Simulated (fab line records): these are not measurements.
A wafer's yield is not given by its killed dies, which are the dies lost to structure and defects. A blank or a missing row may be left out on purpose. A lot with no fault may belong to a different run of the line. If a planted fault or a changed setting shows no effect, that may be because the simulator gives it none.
A struck lot beside a sound one / flow nandHarc / 14 out of 1302 route steps
Sound: the wafers L947.2, L947.4, L947.5. Struck: wafers L949.1, L949.2, L949.3. The cause is given at the end.
At each step with rows: each side's tool, then ch and its chambers, then its first start. Under that, the readings that differ: sound wafers / struck wafers / difference of the means / sigmas: that difference in standard deviations of wafers without a fault.
alike: readings with means less than 2 such deviations apart, plus words and numbers identical on both sides. not compared: withheld readings, readings lacking a value on some wafer, bounds such as >300 that could conceal the same value, and numbers that have no deviation in the record and whose values overlap.
Wherever a step has rows on one side only, a row that says differs or no value, or a row with sigmas, the two part there. Non-overlapping numbers with no deviation appear without sigmas and do not part them. A reading that every wafer of one side lacks parts them only if that side has two wafers or more.

first, 5 steps without rows for these wafers: NHARC_A_STAIRCASE_EBR_180; NHARC_A_STAIRCASE_EXPOSE_181 (exposes mask STAIR 2); NHARC_A_STAIRCASE_PEB_182 (peb time 130 s); NHARC_A_STAIRCASE_DEVELOP_183 (time 140 s); NHARC_A_STAIRCASE_HARDBAKE_185 (time 140 s).
NHARC_A_STAIRCASE_DESCUM_186: chemistry O2, time 3 s.
  sound on rieDiel-04 ch 0,2,3, day 20 09:10; struck on rieDiel-04 ch 0,1,3, day 20 20:20
  alike: drypumpMotorCurrentA, oesProductAu, rfVppV, showerheadPlenumPTorr, throttleValvePct
  not compared: rfHoursCounterH
NHARC_A_STAIRCASE_TRIM_187: chemistry O2, time 211.2 s.
  sound on rieDiel-04 ch 0,2,3, day 20 09:16; struck on rieDiel-04 ch 0,1,3, day 20 20:25
  alike: drypumpMotorCurrentA, oesProductAu, rfVppV, showerheadPlenumPTorr, throttleValvePct
  not compared: rfHoursCounterH
NHARC_A_STAIRCASE_ETCH_188: etches the open film in C4F8/O2, target depth 100 nm, time 40.5 s.
  sound: rieDiel-04 ch 0,3; struck: rieDiel-04 ch 1,2,3
  alike: oesProductAu, rfFwdPowerW, rfVppV
  not compared: rfHoursCounterH
then, 1 step without rows for these wafers: NHARC_A_STAIRCASE_TRIM_189 (chemistry O2, time 211.2 s).
NHARC_A_STAIRCASE_ETCH_190: etches the open film in C4F8/O2, target depth 100 nm, time 40.5 s.
  sound: rieDiel-04 ch 2,3; struck: rieDiel-04 ch 0,1,3
  alike: oesProductAu, rfFwdPowerW, rfVppV
  not compared: rfHoursCounterH
then, 1 step without rows for these wafers: NHARC_A_STAIRCASE_TRIM_191 (chemistry O2, time 211.2 s).
NHARC_A_STAIRCASE_ETCH_192: etches the open film in C4F8/O2, target depth 100 nm, time 40.5 s.
  sound on rieDiel-04 ch 0,1, day 20 09:56; struck on rieDiel-04 ch 0,2,3, day 20 21:02
reading=oesProductAu (a.u.); sound=0.942 0.937 0.936; struck=0.858 0.861 0.863; difference=-0.078; sigmas=-8
reading=rfFwdPowerW (W); sound=596.3 595.3 597.2; struck=495.8 497.2 497.7; difference=-99.4; sigmas=-43
  alike: rfVppV
  not compared: rfHoursCounterH
NHARC_A_STAIRCASE_TRIM_193: chemistry O2, time 211.2 s.
  sound: rieDiel-04 ch 0,1,3; struck: rieDiel-04 ch 0,2,3
  alike: drypumpMotorCurrentA, oesProductAu, rfVppV, showerheadPlenumPTorr, throttleValvePct
  not compared: rfHoursCounterH
next, for these wafers, 1 step has no rows: NHARC_END_SORT_01.

WHERE THEY PART
NHARC_A_STAIRCASE_ETCH_192 only, going by this record. Later steps at which nothing parts them and some readings are alike: NHARC_A_STAIRCASE_TRIM_193.

WHY: what had been put in by the simulator
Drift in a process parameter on rieDiel-04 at NHARC_A_STAIRCASE_ETCH_192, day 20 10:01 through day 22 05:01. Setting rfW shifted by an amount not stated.
